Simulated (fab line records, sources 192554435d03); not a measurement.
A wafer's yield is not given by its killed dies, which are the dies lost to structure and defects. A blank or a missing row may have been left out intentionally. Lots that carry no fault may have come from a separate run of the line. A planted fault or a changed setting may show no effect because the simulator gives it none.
fab line records | flow n5Finfet
[record] lots = 7 | wafers = 39
route steps=1938 shown BEOL_M6@1239 BEOL_M8@1398 BEOL_M11@1590 BEOL_M15@1808
startH: hours from the record's first day to the start of the lot's first wafer shown | waitH: how many hours have passed since the lot's step before this one | " same as the row above | L1.1+2: several wafers, shown together as one row | - no value present, or no start provided | * or withheld: withheld | < > ~ a bound
route shown NAME@n: NAME is a module with steps in the file, n the number in the route of the first one | usual: mean/standard deviation taken from wafers without a fault | same: alike in all rows | chamber/n: place in a boat | sites: each site's reading | _std_site: their standard deviation | _edge_site: inner sites' mean taken away from outer sites' mean | radiusMm: how far each site lies from the wafer's centre | mask NAME#n: copy n | behind: tool/chamber where the wafer was last shaped | hold: why the lot went on hold/how many hours it stayed there/how the hold came to an end | device: transistor that didn't switch, given as n, p or np | end of line: tests of these same wafers at the route's end | a step with no rows: only its recipe | killed: at the first sort, the dies lost to defects and structure; wafer yield is something else | map: the dies of a wafer, with x for killed, . for not killed, _ for no die there
set.NAME: setting as actually run; set.NAME@STEP: the setting as run at that earlier step | model.NAME: the simulator's own value behind a step, which no gauge read
lots whose settings were changed on purpose; a table a step, a row a wafer
[[steps]]
[step N5_BEOL_M6_TRENCH_ETCH_37]
[recipe] chemistry = C4F6/O2 | targetDepthA = 944.35 | target = SiCOH_lowk | timeS = 31.5 | ionEnergyEv = 250 | pressureMtorr = 30 | sourceW = 345 | biasW = 185 | Ar_flow_sccm = 300 | C4F6_flow_sccm = 10 | O2_flow_sccm = 10
lot.wafer | tool       | chamber | startH | waitH | set.timeS | model.BEOL_M6.featureDepthNm | model.etch.depthNm | model.TiN_of_BEOL_M6_HM_DEP_02.thkNm
L075.1    | rieDiel-02 | 3       | -      | -     | 31.5      | 94.6                         | 94.68              | 17.2
L075.2    | "          | 0       | "      | "     | 31.5      | 97                           | 97                 | 17.6
L075.3    | "          | 2       | "      | "     | 42.65     | 127.6                        | 127.6              | 16.8
L075.4    | "          | 3       | "      | "     | 42.65     | 128.8                        | 128.9              | 16.4
L075.5    | "          | 2       | "      | "     | 31.5      | 94.4                         | 94.49              | 17.2
L075.6    | "          | 0       | "      | "     | 42.65     | 130.6                        | 130.6              | 16.4
L074.1    | rieDiel-03 | 0       | -      | -     | 20.19     | 60.2                         | 60.21              | 18.6
L074.2    | "          | 3       | "      | "     | 31.5      | 96.8                         | 96.79              | 17.6
L074.3    | "          | 2       | "      | "     | 20.19     | 61.4                         | 61.3               | 18.6
L074.4    | "          | 2       | "      | "     | 31.5      | 95                           | 94.99              | 17.4
L074.5    | "          | 3       | "      | "     | 20.19     | 61.8                         | 61.79              | 18.6
L074.6    | "          | 0       | "      | "     | 31.5      | 93.6                         | 93.61              | 17.8
L077.1    | rieDiel-03 | 2       | -      | -     | 31.5      | 95.6                         | 95.51              | 16.8
L077.2    | "          | 1       | "      | "     | 31.5      | 97                           | 96.97              | 17
L077.3    | "          | 3       | "      | "     | 31.5      | 96.8                         | 96.82              | 17.2
L077.4    | "          | 0       | "      | "     | 31.5      | 93.6                         | 93.61              | 17.2
L077.5    | "          | 3       | "      | "     | 31.5      | 97                           | 97.1               | 17
L077.6    | "          | 0       | "      | "     | 31.5      | 93.8                         | 93.79              | 17.2
L080.2    | rieDiel-03 | 3       | -      | -     | 31.5      | 96                           | 96.02              | 17.6
L080.4    | "          | 1       | "      | "     | 31.5      | 95.6                         | 95.61              | 17.8
L080.5    | "          | 0       | "      | "     | 31.5      | 93.8                         | 93.83              | 17.6
L082.1    | rieDiel-03 | 1       | -      | -     | 26.12     | 79.8                         | 79.72              | 18.2
L082.2    | "          | 3       | "      | "     | 26.12     | 79.2                         | 79.17              | 18.2
L082.3    | "          | 0       | "      | "     | 31.5      | 93                           | 92.98              | 17.8
L082.4    | "          | 2       | "      | "     | 31.5      | 94.6                         | 94.51              | 17.2
L082.5    | "          | 0       | "      | "     | 31.5      | 92.6                         | 92.56              | 17.8
L082.6    | "          | 1       | "      | "     | 26.12     | 79.8                         | 79.87              | 18.4
L086.1    | rieDiel-02 | 0       | -      | -     | 42.08     | 127                          | 127.1              | 16.4
L086.2    | "          | 1       | "      | "     | 31.5      | 95.4                         | 95.44              | 17.6
L086.3    | "          | 2       | "      | "     | 42.08     | 132.2                        | 132.2              | 16
L086.4    | "          | 3       | "      | "     | 31.5      | 94.2                         | 94.26              | 17.6
L086.5    | "          | 2       | "      | "     | 31.5      | 98                           | 97.97              | 17.2
L086.6    | "          | 1       | "      | "     | 42.08     | 127.6                        | 127.5              | 16.6
L093.1    | rieDiel-06 | 0       | -      | -     | 31.5      | 92.4                         | 92.45              | 17.6
L093.2    | "          | 1       | "      | "     | 49.65     | 148.4                        | 148.3              | 16.2
L093.3    | "          | 2       | "      | "     | 49.65     | 149.8                        | 149.7              | 15.8
L093.4    | "          | 3       | "      | "     | 31.5      | 98.4                         | 98.49              | 17
L093.5    | "          | 2       | "      | "     | 49.65     | 150.6                        | 150.7              | 16
L093.6    | "          | 3       | "      | "     | 31.5      | 98                           | 98.04              | 17.6
[step N5_BEOL_M6_ETCH_41]
[recipe] chemistry = CH3F/O2 | target = SiCN | targetDepthA = 297 | taperDeg = 2 | timeS = 52 | ionEnergyEv = 120 | maskMaterial = TiN | pressureMtorr = 30 | sourceW = 395 | biasW = 75 | Ar_flow_sccm = 150 | CH3F_flow_sccm = 30 | O2_flow_sccm = 20
[step N5_BEOL_M6_STRIP_80]
[recipe] chemistry = N2/H2 | timeS = 10 | powerW = 450 | tempC = 40 | pressureMtorr = 20 | rfFrequencyHz = 6e+07 | biasPowerW = 7 | n2FlowSccm = 200 | h2FlowSccm = 200
[step N5_BEOL_M6_OCD_MEAS_38]
[usual] trenchDepthNm = 95.5/1.9
lot.wafer | tool   | chamber | startH | waitH | set.timeS@BEOL_M6_TRENCH_ETCH_37 | trenchDepthNm
L075.1    | ocd-02 | -       | 187.70 | -     | 31.5                             | 94.3
L075.2    | "      | -       | "      | "     | 31.5                             | 97.2
L075.3    | "      | -       | "      | "     | 42.65                            | 127.0
L075.4    | "      | -       | "      | "     | 42.65                            | 128.8
L075.5    | "      | -       | "      | "     | 31.5                             | 94.4
L075.6    | "      | -       | "      | "     | 42.65                            | 131.0
L074.1    | ocd-01 | -       | 187.73 | -     | 20.19                            | 60.2
L074.2    | "      | -       | "      | "     | 31.5                             | 96.6
L074.3    | "      | -       | "      | "     | 20.19                            | 61.1
L074.4    | "      | -       | "      | "     | 31.5                             | 94.6
L074.5    | "      | -       | "      | "     | 20.19                            | 61.3
L074.6    | "      | -       | "      | "     | 31.5                             | 93.6
L077.1    | ocd-01 | -       | 212.99 | -     | 31.5                             | 95.2
L077.2    | "      | -       | "      | "     | 31.5                             | 96.9
L077.3    | "      | -       | "      | "     | 31.5                             | 96.5
L077.4    | "      | -       | "      | "     | 31.5                             | 93.2
L077.5    | "      | -       | "      | "     | 31.5                             | 96.8
L077.6    | "      | -       | "      | "     | 31.5                             | 94.0
L080.2    | ocd-01 | -       | 225.06 | -     | 31.5                             | 95.9
L080.4    | "      | -       | "      | "     | 31.5                             | 95.7
L080.5    | "      | -       | "      | "     | 31.5                             | 94.4
L082.1    | ocd-02 | -       | 240.86 | -     | 26.12                            | 79.9
L082.2    | "      | -       | "      | "     | 26.12                            | 79.1
L082.3    | "      | -       | "      | "     | 31.5                             | 93.3
L082.4    | "      | -       | "      | "     | 31.5                             | 94.2
L082.5    | "      | -       | "      | "     | 31.5                             | 92.3
L082.6    | "      | -       | "      | "     | 26.12                            | 80.1
L086.1    | ocd-01 | -       | 258.93 | -     | 42.08                            | 127.1
L086.2    | "      | -       | "      | "     | 31.5                             | 95.8
L086.3    | "      | -       | "      | "     | 42.08                            | 131.7
L086.4    | "      | -       | "      | "     | 31.5                             | 94.0
L086.5    | "      | -       | "      | "     | 31.5                             | 98.2
L086.6    | "      | -       | "      | "     | 42.08                            | 127.6
L093.1    | ocd-01 | -       | 300.20 | -     | 31.5                             | 92.3
L093.2    | "      | -       | "      | "     | 49.65                            | 147.8
L093.3    | "      | -       | "      | "     | 49.65                            | 149.7
L093.4    | "      | -       | "      | "     | 31.5                             | 98.7
L093.5    | "      | -       | "      | "     | 49.65                            | 151.0
L093.6    | "      | -       | "      | "     | 31.5                             | 98.0
[step N5_BEOL_M6_HM_STRIP_39]
[recipe] chemistry = peroxideTinStrip | material = TiN | targetDepthA = 250 | tempC = 50 | timeS = 158
[step N5_BEOL_M6_SRD_40]
[recipe] timeS = 30 | tempC = 23 | rinseLiquid = diw | dry = ipaMarangoni
[step N5_BEOL_M6_ECD_50]
[recipe] material = Cu | targetThkA = 3000
[step N5_BEOL_M6_ANNEAL_51]
[recipe] tempC = 225 | timeS = 90 | ambient = N2
[step N5_BEOL_M6_CMP_52]
[recipe] stopOn = SiCOH_lowk | tOverpolishS = 6.9 | downForcePsi = 1 | platenRpm = 50 | clearingPlatenDownForcePsi = 1.5 | clearingPlatenRpm = 50 | postCmpClean = cuAlkaline | targetThkNm = 80 | clearingPlatenPadVelocityMS = 0.99484 | padVelocityMS = 0.99484
lot.wafer | tool   | chamber | startH | waitH | set.timeS@BEOL_M6_TRENCH_ETCH_37 | model.Cu_of_BEOL_M6_ECD_50.thkNm
L075.3    | cmp-04 | 3       | 190.34 | 0.2   | 42.65                            | 113.2
L075.1    | "      | 0       | "      | "     | 31.5                             | 82.8
L075.2    | "      | 1       | "      | "     | 31.5                             | 83.6
L075.4    | "      | 2       | "      | "     | 42.65                            | 115.8
L075.6    | "      | 3       | "      | "     | 42.65                            | 115.6
L075.5    | "      | 0       | "      | "     | 31.5                             | 82.4
L074.3+1  | cmp-02 | 3,0     | 190.37 | 0.2   | 20.19                            | 46.8
L074.4    | "      | 1       | "      | "     | 31.5                             | 80.4
L074.2    | "      | 2       | "      | "     | 31.5                             | 82.4
L074.5    | "      | 3       | "      | "     | 20.19                            | 48.6
L074.6    | "      | 0       | "      | "     | 31.5                             | 78.6
L077.3    | cmp-02 | 0       | 215.19 | 0.2   | 31.5                             | 83
L077.4    | "      | 1       | "      | "     | 31.5                             | 76.8
L077.2    | "      | 2       | "      | "     | 31.5                             | 82.2
L077.1    | "      | 3       | "      | "     | 31.5                             | 80.4
L077.6    | "      | 0       | "      | "     | 31.5                             | 78.8
L077.5    | "      | 1       | "      | "     | 31.5                             | 80.6
L080.2    | cmp-01 | 0       | 227.68 | 0.3   | 31.5                             | 81.8
L080.4    | "      | 1       | "      | "     | 31.5                             | 80.2
L080.5    | "      | 3       | "      | "     | 31.5                             | 79.8
L082.2    | cmp-04 | 0       | 242.85 | 0.2   | 26.12                            | 66.6
L082.3    | "      | 1       | "      | "     | 31.5                             | 79.2
L082.4    | "      | 2       | "      | "     | 31.5                             | 81.4
L082.1    | "      | 3       | "      | "     | 26.12                            | 65.6
L082.6    | "      | 0       | "      | "     | 26.12                            | 67.4
L082.5    | "      | 1       | "      | "     | 31.5                             | 81
L086.1    | cmp-02 | 3       | 261.32 | 0.3   | 42.08                            | 113.8
L086.3    | "      | 0       | "      | "     | 42.08                            | 117.6
L086.2    | "      | 1       | "      | "     | 31.5                             | 79.8
L086.4    | "      | 2       | "      | "     | 31.5                             | 80.2
L086.6    | "      | 3       | "      | "     | 42.08                            | 113.2
L086.5    | "      | 0       | "      | "     | 31.5                             | 83
L093.2    | cmp-02 | 1       | 302.52 | 0.2   | 49.65                            | 132.4
L093.1    | "      | 2       | "      | "     | 31.5                             | 78.2
L093.3+5  | "      | 3,1     | "      | "     | 49.65                            | 136.4
L093.4    | "      | 0       | "      | "     | 31.5                             | 84.6
L093.6    | "      | 2       | "      | "     | 31.5                             | 85.2
[step N5_BEOL_M6_THK_MEAS_53]
[recipe] thkMeasGauge = xrf | reads = Cu_of_BEOL_M6_ECD_50
[usual] M6_THK = 84.3/2.3
lot.wafer | tool         | chamber | startH | waitH | set.timeS@BEOL_M6_TRENCH_ETCH_37 | M6_THK[nm]
L075.1    | filmMetro-02 | -       | 190.63 | -     | 31.5                             | 85.9
L075.2    | "            | -       | "      | "     | 31.5                             | 86.7
L075.3    | "            | -       | "      | "     | 42.65                            | 117.7
L075.4    | "            | -       | "      | "     | 42.65                            | 120.2
L075.5    | "            | -       | "      | "     | 31.5                             | 85.5
L075.6    | "            | -       | "      | "     | 42.65                            | 119.8
L074.1    | filmMetro-02 | -       | 190.67 | -     | 20.19                            | 48.1
L074.2    | "            | -       | "      | "     | 31.5                             | 84.7
L074.3    | "            | -       | "      | "     | 20.19                            | 48.0
L074.4    | "            | -       | "      | "     | 31.5                             | 82.6
L074.5    | "            | -       | "      | "     | 20.19                            | 49.5
L074.6    | "            | -       | "      | "     | 31.5                             | 80.4
L077.1    | filmMetro-01 | -       | 215.49 | -     | 31.5                             | 84.0
L077.2    | "            | -       | "      | "     | 31.5                             | 85.6
L077.3    | "            | -       | "      | "     | 31.5                             | 86.6
L077.4    | "            | -       | "      | "     | 31.5                             | 79.7
L077.5    | "            | -       | "      | "     | 31.5                             | 84.1
L077.6    | "            | -       | "      | "     | 31.5                             | 82.3
L080.2    | filmMetro-01 | -       | 227.94 | -     | 31.5                             | 85.3
L080.4    | "            | -       | "      | "     | 31.5                             | 83.6
L080.5    | "            | -       | "      | "     | 31.5                             | 83.2
L082.1    | filmMetro-02 | -       | 243.15 | -     | 26.12                            | 68.0
L082.2    | "            | -       | "      | "     | 26.12                            | 68.6
L082.3    | "            | -       | "      | "     | 31.5                             | 81.9
L082.4    | "            | -       | "      | "     | 31.5                             | 84.2
L082.5    | "            | -       | "      | "     | 31.5                             | 83.2
L082.6    | "            | -       | "      | "     | 26.12                            | 69.4
L086.1    | filmMetro-01 | -       | 261.61 | -     | 42.08                            | 116.9
L086.2    | "            | -       | "      | "     | 31.5                             | 81.9
L086.3    | "            | -       | "      | "     | 42.08                            | 121.2
L086.4    | "            | -       | "      | "     | 31.5                             | 82.7
L086.5    | "            | -       | "      | "     | 31.5                             | 85.1
L086.6    | "            | -       | "      | "     | 42.08                            | 116.3
L093.1    | filmMetro-01 | -       | 302.82 | -     | 31.5                             | 80.3
L093.2    | "            | -       | "      | "     | 49.65                            | 137.1
L093.3    | "            | -       | "      | "     | 49.65                            | 140.3
L093.4    | "            | -       | "      | "     | 31.5                             | 87.0
L093.5    | "            | -       | "      | "     | 49.65                            | 140.3
L093.6    | "            | -       | "      | "     | 31.5                             | 87.5
[step N5_BEOL_M6_PRE_CLEAN_55]
[recipe] gas = NH3 | timeS = 15 | tempC = withheld | rfPowerW = 300
[step N5_BEOL_M6_DEP_56]
[recipe] material = SiCN | targetThkA = 100 | tempC = withheld | precursor = 3MS/NH3 | pressureTorr = 3 | rfW = 202 | timeS = 17.5
[step N5_BEOL_M6_RS_MEAS_57]
[recipe] thkMeasGauge = four-point-probe | reads = Cu_of_BEOL_M6_ECD_50+Co_of_BEOL_M6_CVD_78+TaN_of_BEOL_M6_ALD_77
[usual] M6_RS = 0.280/0.0083
lot.wafer | tool         | chamber | startH | waitH | set.timeS@BEOL_M6_TRENCH_ETCH_37 | M6_RS[ohm/sq]
L075.1    | filmMetro-02 | -       | 191.06 | 0.3   | 31.5                             | 0.275
L075.2    | "            | -       | "      | "     | 31.5                             | 0.271
L075.3    | "            | -       | "      | "     | 42.65                            | 0.192
L075.4    | "            | -       | "      | "     | 42.65                            | 0.187
L075.5    | "            | -       | "      | "     | 31.5                             | 0.276
L075.6    | "            | -       | "      | "     | 42.65                            | 0.187
L074.1    | filmMetro-02 | -       | 191.06 | 0.3   | 20.19                            | 0.550
L074.2    | "            | -       | "      | "     | 31.5                             | 0.277
L074.3    | "            | -       | "      | "     | 20.19                            | 0.553
L074.4    | "            | -       | "      | "     | 31.5                             | 0.284
L074.5    | "            | -       | "      | "     | 20.19                            | 0.526
L074.6    | "            | -       | "      | "     | 31.5                             | 0.293
L077.1    | filmMetro-02 | -       | 215.62 | 0.1   | 31.5                             | 0.284
L077.2    | "            | -       | "      | "     | 31.5                             | 0.278
L077.3    | "            | -       | "      | "     | 31.5                             | 0.274
L077.4    | "            | -       | "      | "     | 31.5                             | 0.300
L077.5    | "            | -       | "      | "     | 31.5                             | 0.284
L077.6    | "            | -       | "      | "     | 31.5                             | 0.291
L080.2    | filmMetro-01 | -       | 228.07 | 0.1   | 31.5                             | 0.279
L080.4    | "            | -       | "      | "     | 31.5                             | 0.286
L080.5    | "            | -       | "      | "     | 31.5                             | 0.287
L082.1    | filmMetro-01 | -       | 243.28 | 0.1   | 26.12                            | 0.362
L082.2    | "            | -       | "      | "     | 26.12                            | 0.356
L082.3    | "            | -       | "      | "     | 31.5                             | 0.289
L082.4    | "            | -       | "      | "     | 31.5                             | 0.280
L082.5    | "            | -       | "      | "     | 31.5                             | 0.282
L082.6    | "            | -       | "      | "     | 26.12                            | 0.350
L086.1    | filmMetro-01 | -       | 261.77 | 0.1   | 42.08                            | 0.191
L086.2    | "            | -       | "      | "     | 31.5                             | 0.287
L086.3    | "            | -       | "      | "     | 42.08                            | 0.184
L086.4    | "            | -       | "      | "     | 31.5                             | 0.285
L086.5    | "            | -       | "      | "     | 31.5                             | 0.274
L086.6    | "            | -       | "      | "     | 42.08                            | 0.192
L093.1    | filmMetro-02 | -       | 302.95 | 0.1   | 31.5                             | 0.294
L093.2    | "            | -       | "      | "     | 49.65                            | 0.161
L093.3    | "            | -       | "      | "     | 49.65                            | 0.156
L093.4    | "            | -       | "      | "     | 31.5                             | 0.267
L093.5    | "            | -       | "      | "     | 49.65                            | 0.156
L093.6    | "            | -       | "      | "     | 31.5                             | 0.266
[step N5_BEOL_M8_DEP_56]
[recipe] material = SiCN | targetThkA = 100 | tempC = withheld | precursor = 3MS/NH3 | pressureTorr = 3 | rfW = 202 | timeS = 17.5
lot.wafer | tool     | chamber | startH | waitH | set.targetThkA | model.SiCN_of_BEOL_M8_DEP_56.thkNm
L075.1+3  | pecvd-04 | 0,2     | 206.26 | 0.0   | 46.64          | 4.4
L075.2    | "        | 2       | "      | "     | 100            | 9.8
L075.4    | "        | 0       | "      | "     | 100            | 10
L075.5    | "        | 2       | "      | "     | 100            | 9.6
L075.6    | "        | 0       | "      | "     | 46.64          | 4.6
L074.1+3  | pecvd-01 | 0,1     | 215.28 | 0.0   | 49.33          | 5
L074.2+5  | "        | 2,0     | "      | "     | 100            | 10
L074.4    | "        | 1       | "      | "     | 100            | 10.2
L074.6    | "        | 2       | "      | "     | 49.33          | 5.2
L077.1    | pecvd-04 | 2       | 230.65 | 0.0   | 41.74          | 3.8
L077.2    | "        | 0       | "      | "     | 41.74          | 4.2
L077.3+4  | "        | 1,0     | "      | "     | 100            | 10
L077.5    | "        | 1       | "      | "     | 100            | 9.8
L077.6    | "        | 2       | "      | "     | 41.74          | 4
L080.2+5  | pecvd-01 | 1,0     | 243.15 | 0.0   | 100            | 10
L080.4    | "        | 2       | "      | "     | 100            | 10.2
L082.1+2  | pecvd-04 | 0,1     | 263.88 | 0.0   | 100            | 9.8
L082.3+6  | "        | 0       | "      | "     | 100            | 10.2
L082.4+5  | "        | 1       | "      | "     | 100            | 10
L086.1+3  | pecvd-01 | 0,1     | 274.19 | 0.0   | 62.18          | 6
L086.2    | "        | 2       | "      | "     | 62.18          | 6.2
L086.4    | "        | 1       | "      | "     | 100            | 10.2
L086.5+6  | "        | 2,0     | "      | "     | 100            | 10
L093.1    | pecvd-04 | 2       | 319.67 | 0.0   | 142.8          | 14.2
L093.2    | "        | 1       | "      | "     | 100            | 10
L093.3+4  | "        | 0,1     | "      | "     | 142.8          | 14.4
L093.5+6  | "        | 2,0     | "      | "     | 100            | 10.2
[step N5_BEOL_M11_ALD_74]
[recipe] material = TaN | targetThkA = 20 | tempC = 275 | aldPrecursorFamily = PDMAT | aldCoReactant = NH3 | pressureTorr = 3 | carrierFlowSccm = 1500 | pulseTimeS = 2 | purgeTimeS = 3 | coReactantPurgeTimeS = 2 | coReactantPulseTimeS = 3 | aldCycles = 40 | precursorVesselTempC = 75 | precursorVesselPressureTorr = 26.25 | precursorVesselCarrierSccm = 1000
lot.wafer        | tool        | chamber     | startH | waitH | set.aldCycles | model.TaN_of_BEOL_M11_ALD_74.thkNm
L075.1+2+3       | aldMetal-01 | 0,3,2       | 229.36 | 0.0   | 40            | 2
L075.4+5+6       | "           | 1,0,1       | "      | "     | 25            | 1.2
L074.1+2+3+4+5+6 | aldMetal-02 | 3,0,1,2,3,0 | 240.95 | 0.0   | 40            | 2
L077.1+3+5       | aldMetal-02 | 2,0,0       | 261.67 | 0.0   | 40            | 2
L077.2+4+6       | "           | 1,3,3       | "      | "     | 55            | 2.8
L080.2+4+5       | aldMetal-04 | 2,3,2       | 262.01 | 0.1   | 40            | 2
L082.1+3+6       | aldMetal-04 | 2,0,0       | 283.43 | 0.1   | 23            | 1.2
L082.2+4+5       | "           | 3,1,3       | "      | "     | 40            | 2
L086.1+2+3+4+5+6 | aldMetal-02 | 1,3,0,2,3,0 | 300.47 | 0.0   | 40            | 2
L093.1+2+3+4+5+6 | aldMetal-04 | 0,3,1,2,2,1 | 341.61 | 0.0   | 40            | 2
[step N5_BEOL_M15_ETCH_61]
[recipe] chemistry = N2/H2 | target = BARC | targetDepthA = 890 | overetchA = 267 | timeS = 67.9 | ionEnergyEv = 200 | pressureMtorr = 30 | sourceW = 840 | biasW = 150 | n2FlowSccm = 200 | h2FlowSccm = 200
lot.wafer | tool       | chamber | startH | waitH | set.timeS | model.etch.depthNm | model.coat_of_BEOL_M15_COAT_22.thkNm | model.BEOL_M15.cdNm
L075.1    | rieDiel-04 | 2       | 249.71 | 0.0   | 102.8     | 89.28              | 685.2                                | 406.6
L075.2    | "          | 1       | "      | "     | 67.9      | 89.54              | 719.6                                | 401.8
L075.3    | "          | 3       | "      | "     | 67.9      | 89.43              | 718.2                                | 403.8
L075.4    | "          | 2       | "      | "     | 102.8     | 89.1               | 687.6                                | 407
L075.5    | "          | 3       | "      | "     | 102.8     | 89.4               | 683.2                                | 411.4
L075.6    | "          | 1       | "      | "     | 67.9      | 89.42              | 719.6                                | 401.4
L074.1    | rieDiel-05 | 1       | 263.71 | 0.0   | 29.75     | 48.37              | 755.8                                | 391.8
L074.2    | "          | 3       | "      | "     | 29.75     | 50.33              | 754.4                                | 394.8
L074.3    | "          | 2       | "      | "     | 29.75     | 50.06              | 755                                  | 398.2
L074.4    | "          | 0       | "      | "     | 67.9      | 89.21              | 722.4                                | 401
L074.5    | "          | 0       | "      | "     | 67.9      | 89.16              | 721.4                                | 401.6
L074.6    | "          | 3       | "      | "     | 67.9      | 89.16              | 719.2                                | 402
L077.1    | rieDiel-04 | 3       | 280.96 | 0.0   | 67.9      | 88.82              | 715.2                                | 403.4
L077.2    | "          | 1       | "      | "     | 46.76     | 77.83              | 735.8                                | 396.6
L077.3    | "          | 0       | "      | "     | 67.9      | 88.95              | 716.4                                | 400.6
L077.4    | "          | 2       | "      | "     | 46.76     | 78.35              | 736.6                                | 395.2
L077.5    | "          | 1       | "      | "     | 46.76     | 78.1               | 736                                  | 398.4
L077.6    | "          | 0       | "      | "     | 67.9      | 89.19              | 717                                  | 400
L080.2    | rieDiel-05 | 0       | 281.74 | 0.0   | 67.9      | 88.7               | 719.2                                | 397.8
L080.4    | "          | 2       | "      | "     | 67.9      | 89.07              | 718.8                                | 397.8
L080.5    | "          | 1       | "      | "     | 67.9      | 89                 | 720.2                                | 401.2
L082.1    | rieDiel-01 | 1       | 305.83 | 0.0   | 102.5     | 88.76              | 680                                  | 405.4
L082.2    | "          | 0       | "      | "     | 102.5     | 88.93              | 684.4                                | 407.8
L082.3    | "          | 2       | "      | "     | 102.5     | 89.06              | 683.2                                | 406.4
L082.4    | "          | 3       | "      | "     | 67.9      | 88.77              | 712                                  | 402.2
L082.5    | "          | 2       | "      | "     | 67.9      | 88.75              | 716.4                                | 399.6
L082.6    | "          | 1       | "      | "     | 67.9      | 88.78              | 715.4                                | 399.4
L086.1    | rieDiel-01 | 0       | 326.78 | 0.0   | 67.9      | 88.74              | 716                                  | 400.6
L086.2    | "          | 1       | "      | "     | 41.82     | 73.33              | 740.2                                | 396.2
L086.3    | "          | 3       | "      | "     | 41.82     | 76.1               | 736.6                                | 398.4
L086.4    | "          | 2       | "      | "     | 41.82     | 70.83              | 740.2                                | 397
L086.5    | "          | 0       | "      | "     | 67.9      | 88.86              | 716.2                                | 398.8
L086.6    | "          | 1       | "      | "     | 67.9      | 88.47              | 711.4                                | 402.6
L093.1    | rieDiel-04 | 3       | 365.56 | 0.0   | 67.9      | 89.11              | 717                                  | 403.4
L093.2    | "          | 0       | "      | "     | 67.9      | 88.88              | 718.2                                | 401.8
L093.3    | "          | 2       | "      | "     | 67.9      | 88.6               | 716.6                                | 399.8
L093.4    | "          | 1       | "      | "     | 95.45     | 88.66              | 694.6                                | 408.2
L093.5    | "          | 3       | "      | "     | 95.45     | 88.51              | 690.4                                | 409.8
L093.6    | "          | 0       | "      | "     | 95.45     | 88.76              | 695.2                                | 407
[step N5_BEOL_M15_TRENCH_ETCH_34]
[recipe] chemistry = C4F8/O2/Ar | target = SiO2 | targetDepthA = 8729.3 | heInnerTorr = 15 | heOuterTorr = 30 | timeS = 199 | ionEnergyEv = 800 | pressureMtorr = 20 | sourceW = 1905 | biasW = 2040 | Ar_flow_sccm = 400 | C4F8_flow_sccm = 16 | O2_flow_sccm = 12
lot.wafer | tool       | chamber | startH | waitH | set.timeS@BEOL_M15_ETCH_61 | model.coat_of_BEOL_M15_COAT_22.thkNm
L075.1    | rieDiel-04 | 2       | 249.76 | 0.0   | 102.8                      | 514.8
L075.2    | "          | 1       | "      | "     | 67.9                       | 547.6
L075.3    | "          | 3       | "      | "     | 67.9                       | 540.4
L075.4    | "          | 2       | "      | "     | 102.8                      | 517.2
L075.5    | "          | 3       | "      | "     | 102.8                      | 505
L075.6    | "          | 1       | "      | "     | 67.9                       | 548.2
L074.1    | rieDiel-05 | 1       | 263.76 | 0.0   | 29.75                      | 587.4
L074.2    | "          | 3       | "      | "     | 29.75                      | 581.6
L074.3    | "          | 2       | "      | "     | 29.75                      | 578
L074.4    | "          | 0       | "      | "     | 67.9                       | 547.2
L074.5    | "          | 0       | "      | "     | 67.9                       | 546.8
L074.6    | "          | 3       | "      | "     | 67.9                       | 547.8
L077.1    | rieDiel-04 | 3       | 281.01 | 0.0   | 67.9                       | 538.4
L077.2+5  | "          | 1       | "      | "     | 46.76                      | 566
L077.3    | "          | 0       | "      | "     | 67.9                       | 544.6
L077.4    | "          | 2       | "      | "     | 46.76                      | 568.4
L077.6    | "          | 0       | "      | "     | 67.9                       | 544.4
L080.2    | rieDiel-05 | 0       | 281.79 | 0.0   | 67.9                       | 544
L080.4    | "          | 2       | "      | "     | 67.9                       | 542
L080.5    | "          | 1       | "      | "     | 67.9                       | 550.4
L082.1    | rieDiel-01 | 1       | 305.88 | 0.0   | 102.5                      | 500.4
L082.2    | "          | 0       | "      | "     | 102.5                      | 513.4
L082.3    | "          | 2       | "      | "     | 102.5                      | 513.2
L082.4    | "          | 3       | "      | "     | 67.9                       | 530
L082.5    | "          | 2       | "      | "     | 67.9                       | 546.6
L082.6    | "          | 1       | "      | "     | 67.9                       | 536.4
L086.1    | rieDiel-01 | 0       | 326.83 | 0.0   | 67.9                       | 543.6
L086.2    | "          | 1       | "      | "     | 41.82                      | 560.8
L086.3    | "          | 3       | "      | "     | 41.82                      | 556.6
L086.4    | "          | 2       | "      | "     | 41.82                      | 570
L086.5    | "          | 0       | "      | "     | 67.9                       | 543
L086.6    | "          | 1       | "      | "     | 67.9                       | 532.2
L093.1    | rieDiel-04 | 3       | 365.61 | 0.0   | 67.9                       | 540
L093.2    | "          | 0       | "      | "     | 67.9                       | 546.4
L093.3    | "          | 2       | "      | "     | 67.9                       | 545.8
L093.4    | "          | 1       | "      | "     | 95.45                      | 524.6
L093.5    | "          | 3       | "      | "     | 95.45                      | 511.8
L093.6    | "          | 0       | "      | "     | 95.45                      | 522.8
[[key]]
[split] step = N5_BEOL_M6_TRENCH_ETCH_37 | setting = timeS | stated = 31.5 | by = wafer
[response] step = N5_BEOL_M6_TRENCH_ETCH_37 | reading = model.BEOL_M6.featureDepthNm | change = +0.938 | per = 1% | r = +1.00
[response] step = N5_BEOL_M6_TRENCH_ETCH_37 | reading = model.etch.depthNm | change = +0.937 | per = 1% | r = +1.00
[response] step = N5_BEOL_M6_TRENCH_ETCH_37 | reading = model.TiN_of_BEOL_M6_HM_DEP_02.thkNm | change = -0.0267 | per = 1% | r = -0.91
[response] step = N5_BEOL_M6_OCD_MEAS_38 | reading = trenchDepthNm | change = +0.935 | per = 1% | r = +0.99
[response] step = N5_BEOL_M6_CMP_52 | reading = model.Cu_of_BEOL_M6_ECD_50.thkNm | change = +0.922 | per = 1% | r = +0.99
[response] step = N5_BEOL_M6_THK_MEAS_53 | reading = M6_THK | change = +0.954 | per = 1% | r = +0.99
[response] step = N5_BEOL_M6_RS_MEAS_57 | reading = M6_RS | shape = bent | atLowest = 0.543 | atStated = 0.282 | atHighest = 0.158
[split] step = N5_BEOL_M8_DEP_56 | setting = targetThkA | stated = 100 | by = wafer
[response] step = N5_BEOL_M8_DEP_56 | reading = model.SiCN_of_BEOL_M8_DEP_56.thkNm | change = +0.101 | per = 1% | r = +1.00
[split] step = N5_BEOL_M11_ALD_74 | setting = aldCycles | stated = 40 | by = wafer
[response] step = N5_BEOL_M11_ALD_74 | reading = model.TaN_of_BEOL_M11_ALD_74.thkNm | change = +0.0204 | per = 1% | r = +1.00
[split] step = N5_BEOL_M15_ETCH_61 | setting = timeS | stated = 67.9 | by = wafer
[response] step = N5_BEOL_M15_ETCH_61 | reading = model.etch.depthNm | shape = bent | atLowest = 49.58 | atStated = 88.98 | atHighest = 89.26
[response] step = N5_BEOL_M15_ETCH_61 | reading = model.coat_of_BEOL_M15_COAT_22.thkNm | change = -0.626 | per = 1% | r = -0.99
[response] step = N5_BEOL_M15_ETCH_61 | reading = model.BEOL_M15.cdNm | change = +0.123 | per = 1% | r = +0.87
[response] step = N5_BEOL_M15_TRENCH_ETCH_34 | reading = model.coat_of_BEOL_M15_COAT_22.thkNm | change = -0.621 | per = 1% | r = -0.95
